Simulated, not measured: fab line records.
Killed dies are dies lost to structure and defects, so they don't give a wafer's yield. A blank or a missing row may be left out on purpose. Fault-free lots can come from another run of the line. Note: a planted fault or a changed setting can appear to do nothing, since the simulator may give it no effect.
Struck lot and sound lot, side by side | flow n5Finfet | 17 out of 1938 route steps
Sound: these wafers, L422.2, L422.5. Wafers L429.1, L429.3, L429.4 were the ones struck. The cause comes at the end.
For every step that has rows: the tool of each side, followed by ch and its chambers, followed by its first start. Under that, the readings that differ: sound wafers | struck wafers | difference of the means | sigmas: that difference in standard deviations of wafers without a fault.
alike: a reading whose means differ by less than 2 such deviations, as well as words and numbers matching on both sides. not compared: withheld readings; readings where some wafer has no value; bounds like >300 that might hide an equal value; numbers whose values overlap and for which the record gives no deviation.
A row with sigmas, a row that says differs or no value, or rows on one side alone: a step with any of these is where the two part. When numbers do not overlap yet have no deviation, they are printed without sigmas and do not part them. Lack of a reading on every wafer of one side parts them only where that side has two or more wafers.

N5_BEOL_M3_ANNEAL_82: time 240 s.
  sound: pvdSputter-03 at day 7 05:18; struck: pvdSputter-01 at day 9 03:49
reading          | sound    | struck      | difference | sigmas
heaterPowerW (W) | 954 1002 | 775 784 832 | -181       | -2
  alike: susceptor_temp_C_max
then, 1 step without rows for these wafers: N5_BEOL_M3_SPUTTER_86 (material Cu, target thk 4.5 nm, time 8.29 s).
N5_BEOL_M3_ANNEAL_87: time 240 s.
  sound: pvdSputter-03 at day 7 05:31; struck: pvdSputter-01 at day 9 04:02
reading              | sound       | struck            | difference | sigmas
heaterPowerW (W)     | 1028 1009   | 760 793 844       | -220       | -3
susceptor_temp_C_max | 400.4 400.4 | 401.5 401.1 401.6 | +1.0       | +2
then, 3 steps without rows for these wafers: N5_BEOL_M3_SPUTTER_88 (material Cu, target thk 4.5 nm, time 8.29 s); N5_BEOL_M3_ANNEAL_89 (time 240 s); N5_BEOL_M3_SPUTTER_90 (material Cu, target thk 4.5 nm, time 8.29 s).
N5_BEOL_M3_ANNEAL_91: time 240 s.
  sound: pvdSputter-03 at day 7 05:58; struck: pvdSputter-01 at day 9 04:28
reading              | sound       | struck            | difference | sigmas
heaterPowerW (W)     | 998 992     | 766 793 815       | -204       | -3
susceptor_temp_C_max | 400.4 400.4 | 402.3 401.5 401.8 | +1.5       | +3
then, 1 step without rows for these wafers: N5_BEOL_M3_SPUTTER_92 (material Cu, target thk 4.5 nm, time 8.29 s).
N5_BEOL_M3_ANNEAL_93: time 240 s.
  sound: pvdSputter-03 at day 7 06:11; struck: pvdSputter-01 at day 9 04:41
reading              | sound       | struck            | difference | sigmas
heaterPowerW (W)     | 997 984     | 773 800 824       | -192       | -3
susceptor_temp_C_max | 400.7 400.4 | 401.1 401.5 402.2 | +1.1       | +2
then, 2 steps without rows for these wafers: N5_BEOL_M3_SPUTTER_94 (material Cu, target thk 4.5 nm, time 8.29 s); N5_BEOL_M3_ANNEAL_95 (time 240 s).
N5_BEOL_M3_SPUTTER_96: material Cu, target thk 4.5 nm, time 8.29 s.
  sound: pvdSputter-03 at day 7 06:32; struck: pvdSputter-01 at day 9 05:03
reading              | sound     | struck         | difference | sigmas
throttleValvePct (%) | 27.6 27.1 | 31.0 30.9 31.4 | +3.7       | +3
N5_BEOL_M3_ECD_50: material Cu, target thk 300 nm.
  sound on ecdCu-02 ch 1, day 7 06:40; struck on ecdCu-02 ch 0,1, day 9 05:10
then, 1 step without rows for these wafers: N5_BEOL_M3_ANNEAL_51 (time 90 s).
N5_BEOL_M3_CMP_52: polishes, stops on SiOC, t overpolish 6.8 s, target thk 40 nm.
  sound on cmp-04 ch 1, day 7 07:38; struck on cmp-03 ch 1,2,3, day 9 05:33
reading             | sound | struck | difference | sigmas
timeToEndpointS (s) | 59 59 | 0 0 2  | -58        | -18
  alike: motorCurrentA
N5_BEOL_M4_RC_MEAS_101:
  the record has rows for the sound wafers here (prober-02 ch 0, day 7 23:32) and none for the struck ones
-- the record jumps here: 4 days lie between the struck wafers' starts before and after (it left off in module BEOL_M4 and takes up again in module PASSIVATION, whose first step shown is number 1936 of the route) --
N5_PASSIVATION_PROBE_49:
  sound: prober-02 at day 12 01:37; struck: prober-02 at day 13 14:52
reading                 | sound     | struck         | difference | sigmas
defectLimitedYield (%)  | 90.2 92.8 | 0 0 0          | -92        | -54
killed_at_M0_to_M3      | 46 35     | 1125 1124 1096 | +1074      | +99 or more
killedDies              | 116 85    | 1180 1180 1180 | +1080      | +54
killedOnRim             | 13 16     | 152 152 152    | +138       | +34
sort_bin_5_function (%) | 5.8 4.9   | 97.0 96.4 95.5 | +91.0      | +83
sortNPass               | 1064 1095 | 0 0 0          | -1080      | -51
sortYieldPct (%)        | 90.2 92.8 | 0 0 0          | -92        | -54
  alike: killed_at_M4_up, killedAtContacts, killedAtFrontEnd, killedAtOther, killedOpen, killedShort, sort_bin_6_memory, sort_bin_8_speed

== WHERE THEY PART ==
Last at N5_PASSIVATION_PROBE_49 as far as this record goes, first at N5_BEOL_M3_ANNEAL_82.

WHY: what the simulator had put in
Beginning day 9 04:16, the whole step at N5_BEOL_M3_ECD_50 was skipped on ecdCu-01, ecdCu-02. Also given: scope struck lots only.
